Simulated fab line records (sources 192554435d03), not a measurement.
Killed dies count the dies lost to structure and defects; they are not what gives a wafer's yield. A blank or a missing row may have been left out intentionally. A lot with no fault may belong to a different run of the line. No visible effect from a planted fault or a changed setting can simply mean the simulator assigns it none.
Struck lot and sound lot, side by side + flow n5 finfet + 14 steps out of a route of 1938
Sound: the wafers L266.3, L266.4, L266.5. Wafers L270.1, L270.2, L270.5 were the ones struck. The cause comes at the end.
Order at every step that has rows: each side's tool, ch and its chambers, its first start. Under that, the readings that differ: sound wafers + struck wafers + difference of the means + sigmas: that difference in standard deviations of wafers without a fault.
alike: readings with means less than 2 such deviations apart, plus words and numbers identical on both sides. not compared: withheld readings, readings lacking a value on some wafer, bounds such as >300 that could conceal the same value, and numbers that have no deviation in the record and whose values overlap.
A row with sigmas, a row that says differs or no value, or rows on one side alone: a step with any of these is where the two part. Numbers that have no deviation but don't overlap get no sigmas and don't part them. Lack of a reading on every wafer of one side parts them only where that side has two or more wafers.

N5_BEOL_M10_ETCH_61: etches SiARC in CF4, target depth 39 nm, time 65 s.
  sound on rie diel-03 ch 0,2,3, day 10 05:28; struck on rie diel-04 ch 0,1, day 11 15:02
| reading      | sound             | struck            | difference | sigmas |
|--------------|-------------------|-------------------|------------|--------|
| rf vpp V (V) | 184.0 186.5 183.8 | 181.0 183.1 181.5 | -2.9       | -2     |
  alike: drypump motor current A, etch rf on time s, oes product au, showerhead plenum p Torr, throttle valve pct
  not compared: rf hours counter h
N5_BEOL_M10_ETCH_62: etches SOC in N2/H2, target depth 110 nm, overetch 22 nm, time 165 s.
  sound on rie diel-03 ch 0,2,3, day 10 05:31; struck on rie diel-04 ch 0,1, day 11 15:05
  alike: drypump motor current A, oes product au, rf vpp V, showerhead plenum p Torr, throttle valve pct
  not compared: rf hours counter h
then, 1 step without rows for these wafers: N5_BEOL_M10_STRIP_68 (strips in N2/H2).
N5_BEOL_M10_STRIP_67: strips in CF4.
  sound on rie diel-03 ch 0,2,3, day 10 05:40; struck on rie diel-04 ch 0,1, day 11 15:14
  alike: drypump motor current A, oes product au, rf vpp V, showerhead plenum p Torr, throttle valve pct
  not compared: rf hours counter h
N5_BEOL_M10_HM_OPEN_17: chemistry Cl2/BCl3, target TiN, target depth 20 nm, overetch 6 nm.
  sound on rie metal-03 ch 0,1, day 10 05:44; struck on rie metal-02 ch 0,1, day 11 15:17
  alike: drypump motor current A, mfc cl2 sccm, oes product au, throttle valve pct
  not compared: rf hours counter h
N5_BEOL_M10_STRIP_19: strips in O2.
  sound on rie diel-04 ch 1,2,3, day 10 05:54; struck on rie diel-01 ch 0,3, day 11 15:23
  alike: drypump motor current A, oes product au, rf vpp V, showerhead plenum p Torr, throttle valve pct
  not compared: rf hours counter h
N5_BEOL_M10_CD_MEAS_18: pitch 140 nm, target cd 70 nm.
  sound on cd sem-03, day 10 05:58; struck on cd sem-01, day 11 15:28
  alike: cd nm
then, 5 steps without rows for these wafers: N5_BEOL_M10_COAT_63 (time 60 s, resist thk 100 nm); N5_BEOL_M10_COAT_64 (time 60 s, resist thk 30 nm); N5_BEOL_M10_COAT_22 (resist thk 90 nm); N5_BEOL_M10_EBR_24; N5_BEOL_M10_SOFTBAKE_23 (time 60 s).
N5_BEOL_M10_EXPOSE_25: exposes mask V9.
  sound on arfi scanner-01 ch 0, day 10 07:31; struck on arfi scanner-01, day 11 15:53
  no value came back on the struck wafers for exposure dose mJ cm2, focus offset nm (nm), na; on the sound wafers exposure dose mJ cm2 reads 85.47 85.31 85.29
  alike: mask
then, 1 step without rows for these wafers: N5_BEOL_M10_PEB_26 (peb time 60 s).

== WHERE THEY PART ==
At N5_BEOL_M10_ETCH_61 first; at N5_BEOL_M10_EXPOSE_25 last (within this record only).

WHY: what had been put in by the simulator
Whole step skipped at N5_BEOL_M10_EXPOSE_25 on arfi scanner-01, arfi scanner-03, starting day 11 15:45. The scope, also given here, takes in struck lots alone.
